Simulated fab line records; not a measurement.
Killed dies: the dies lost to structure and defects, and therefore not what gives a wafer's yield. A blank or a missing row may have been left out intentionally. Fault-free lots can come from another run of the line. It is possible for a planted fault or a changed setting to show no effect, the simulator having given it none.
A lot that was struck, set against a sound lot | flow nand-harc | 39 steps out of a route of 1302
Sound: these wafers, L876.1, L876.3, L876.4. Struck: wafer L882.2. Last of all comes the cause.
Per side, at each step with rows, come the tool, then ch with its chambers, and then its first start. Under that, the readings that differ: sound wafers | struck wafers | difference of the means | sigmas: that difference in standard deviations of wafers without a fault.
alike: readings with means less than 2 such deviations apart, plus words and numbers identical on both sides. not compared: withheld readings, readings lacking a value on some wafer, bounds such as >300 that could conceal the same value, and numbers that have no deviation in the record and whose values overlap.
Wherever a step has rows on one side only, a row that says differs or no value, or a row with sigmas, the two part there. Non-overlapping numbers with no deviation appear without sigmas and do not part them. A reading missing from all wafers of one side parts the sides only when that side holds two or more wafers.

NHARC_A_M1_OVL_MEAS_10: pitch 240 nm.
  sound: overlay-01 at day 23 18:22; struck: overlay-02 at day 27 01:16
  alike: overlay-x-nm, overlay-y-nm
then, 3 steps without rows for these wafers: NHARC_A_M1_DESCUM_14 (chemistry O2, time 3 s); NHARC_A_M1_ETCH_35 (etches the open film in N2/H2, target depth 40 nm, overetch 12 nm, time 43.94 s); NHARC_A_M1_ETCH_15 (etches the open film in C4F8/Ar, target depth 182.5 nm, time 91.2 s).
NHARC_A_M1_CD_MEAS_16:
  sound: cd-sem-03 at day 23 18:46; struck: cd-sem-02 at day 27 01:51
  alike: cd-nm
then, 3 steps without rows for these wafers: NHARC_A_M1_STRIP_18 (strips in N2/H2); NHARC_A_M1_ETCH_28 (etches the open film in CF4/N2, target depth 30 nm, time 72.99 s); NHARC_A_M1_STRIP_19 (strips in post etch residue remover, time 600 s).
NHARC_A_M1_DEGAS_29: time 60 s.
  sound: pvd-sputter-03 at day 23 19:29; struck: pvd-sputter-02 at day 27 02:40
  reading            | sound       | struck | difference | sigmas
  heater-power-w (W) | 361 370 342 | 293    | -65        | -2
NHARC_A_M1_PRE_CLEAN_30: time 30 s.
  sound on pvd-sputter-03; struck on pvd-sputter-02
  alike: heater-power-w
then, 1 step without rows for these wafers: NHARC_A_M1_PVD_20 (deposits TaN, target thk 5 nm, time 8.06 s).
NHARC_A_M1_PVD_21: deposits Cu, target thk 30 nm, time 20.49 s.
  sound: pvd-sputter-03 at day 23 19:43; struck: pvd-sputter-02 at day 27 02:54
  alike: throttle-valve-pct
then, 2 steps without rows for these wafers: NHARC_A_M1_ECD_22 (material Cu, target thk 400 nm); NHARC_A_M1_ANNEAL_31 (time 90 s).
NHARC_A_M1_CMP_23: polishes, t overpolish 20 s, target thk 154.34 nm.
  sound on cmp-02 ch 1,2,3, day 23 20:34; struck on cmp-04 ch 0, day 27 05:41
  alike: motor-current-A, slurry-filter-dp-kPa, time-to-endpoint-s
then, 4 steps without rows for these wafers: NHARC_A_M1_SRD_25; NHARC_A_M1_PRE_CLEAN_32 (time 12 s); NHARC_A_M1_DEP_33 (deposits SiCN, target thk 30 nm); NHARC_A_BONDPAD_DEP_00 (deposits SiCN, target thk 250 nm).
NHARC_A_BONDPAD_CMP_29: polishes SiCN, target thk 200 nm.
  sound on cmp-04 ch 0,1,3, day 23 22:19; struck on cmp-03 ch 3, day 27 17:41
  alike: motor-current-A, slurry-filter-dp-kPa
NHARC_A_BONDPAD_THK_MEAS_30: measures by ellipsometry.
  sound: film-metro-01 at day 23 22:32; struck: film-metro-01 at day 27 17:53
  alike: thk-nm
then, 10 steps without rows for these wafers: NHARC_A_BONDPAD_SRD_31; NHARC_A_BONDPAD_DEHYDRATE_01 (time 120 s); NHARC_A_BONDPAD_HMDS_02 (time 30 s); NHARC_A_BONDPAD_COAT_33 (time 65 s); NHARC_A_BONDPAD_COAT_03 (resist thk 600 nm); NHARC_A_BONDPAD_SOFTBAKE_04 (time 70 s); NHARC_A_BONDPAD_EBR_05; NHARC_A_BONDPAD_EXPOSE_06 (exposes mask A BPAD); NHARC_A_BONDPAD_PEB_07 (peb time 80 s); NHARC_A_BONDPAD_DEVELOP_08 (time 50 s).
NHARC_A_BONDPAD_CD_MEAS_09: target cd 500 nm.
  sound on cd-sem-02 ch 0, day 23 23:06; struck on cd-sem-03 ch 0, day 27 18:20
  alike: cd-nm
NHARC_A_BONDPAD_OVL_MEAS_35:
  sound: overlay-02 at day 23 23:11; struck: overlay-01 at day 27 18:25
  reading           | sound | struck | difference | sigmas
  overlay-x-nm (nm) | 2 1 1 | 13     | +12        | +2
  alike: overlay-y-nm
then, 2 steps without rows for these wafers: NHARC_A_BONDPAD_HARDBAKE_10 (time 65 s); NHARC_A_BONDPAD_DESCUM_11 (chemistry O2, time 3 s).
NHARC_A_BONDPAD_ETCH_34: etches the open film in N2/H2, target depth 60 nm, overetch 18 nm, time 65.91 s.
  sound on rie-diel-07 ch 0,1,2, day 23 23:24; struck on rie-diel-09 ch 1, day 27 18:38
  reading                | sound    | struck | difference | sigmas
  rf-hours-counter-h (h) | 12 12 12 | 2      | -10        |
  alike: drypump-motor-current-A, oes-product-au, rf-vpp-V, showerhead-plenum-p-Torr, throttle-valve-pct
then, 1 step without rows for these wafers: NHARC_A_BONDPAD_ETCH_12 (etches the open film in CHF3/O2, target depth 220 nm, time 110 s).
NHARC_A_BONDPAD_CD_MEAS_13:
  sound: cd-sem-01 at day 23 23:38; struck: cd-sem-02 at day 27 18:52
  alike: cd-nm
NHARC_END_SORT_01:
  the record has rows for the struck wafers here (prober-01 ch 0, day 28 18:43) and none for the sound ones

WHERE THEY PART
Last at NHARC_END_SORT_01 as far as this record goes, first at NHARC_A_M1_DEGAS_29.

WHY: the cause the simulator had injected
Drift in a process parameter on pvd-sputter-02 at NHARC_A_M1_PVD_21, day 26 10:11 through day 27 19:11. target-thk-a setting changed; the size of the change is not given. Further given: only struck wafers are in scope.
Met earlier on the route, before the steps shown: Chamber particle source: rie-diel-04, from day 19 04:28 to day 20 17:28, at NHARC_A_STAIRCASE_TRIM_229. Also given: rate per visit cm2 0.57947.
